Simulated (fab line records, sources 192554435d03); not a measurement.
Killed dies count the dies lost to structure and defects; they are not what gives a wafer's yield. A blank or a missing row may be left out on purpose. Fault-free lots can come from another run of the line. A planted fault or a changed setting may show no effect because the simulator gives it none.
Matching of chambers    flow n5-finfet    rie-diel-02 running N5_BEOL_M3_VIA_ETCH_34: 4 sister chambers
The step etches the open film in C4F6/O2, target depth 69.4 nm, time 65.9 s. 4 wafers are shown with their chamber, then 7 later ones without.

WAFERS, EACH WITH ITS CHAMBER
wafer   chamber  showerhead-plenum-p-Torr (Torr)
L080.5  0        2.83
L086.5  1        2.75
L091.1  3        2.91
L091.2  2        2.63

WAFERS WHOSE CHAMBER IS MISSING
wafer   showerhead-plenum-p-Torr (Torr)
L091.4  2.82
L094.2  2.82
L094.3  2.63
L094.4  2.90
L097.1  2.90
L097.2  2.63
L097.4  2.82

EACH ONE'S CHAMBER
wafer   from the rows above  in truth
L091.4  0                    0
L094.2  0                    0
L094.3  2                    2
L094.4  3                    3
L097.1  3                    3
L097.2  2                    2
L097.4  0                    0
Correctly placed: 7 of 7. Not placeable from these rows: 0. Placed wrongly: 0.
How it was worked out, from the rows above alone: a wafer's distance from a chamber is the root of the sum, over the readings, of the square of ((its reading less the chamber's mean) divided by the reading's scatter). If the next closest chamber is less than 2 further off than the closest, the wafer can't be placed; otherwise it belongs to the closest. For every chamber, the mean is computed from those of its wafers that are shown. The scatter: root of mean squared gap, hidden wafer to nearest shown wafer, with one shown wafer a chamber.
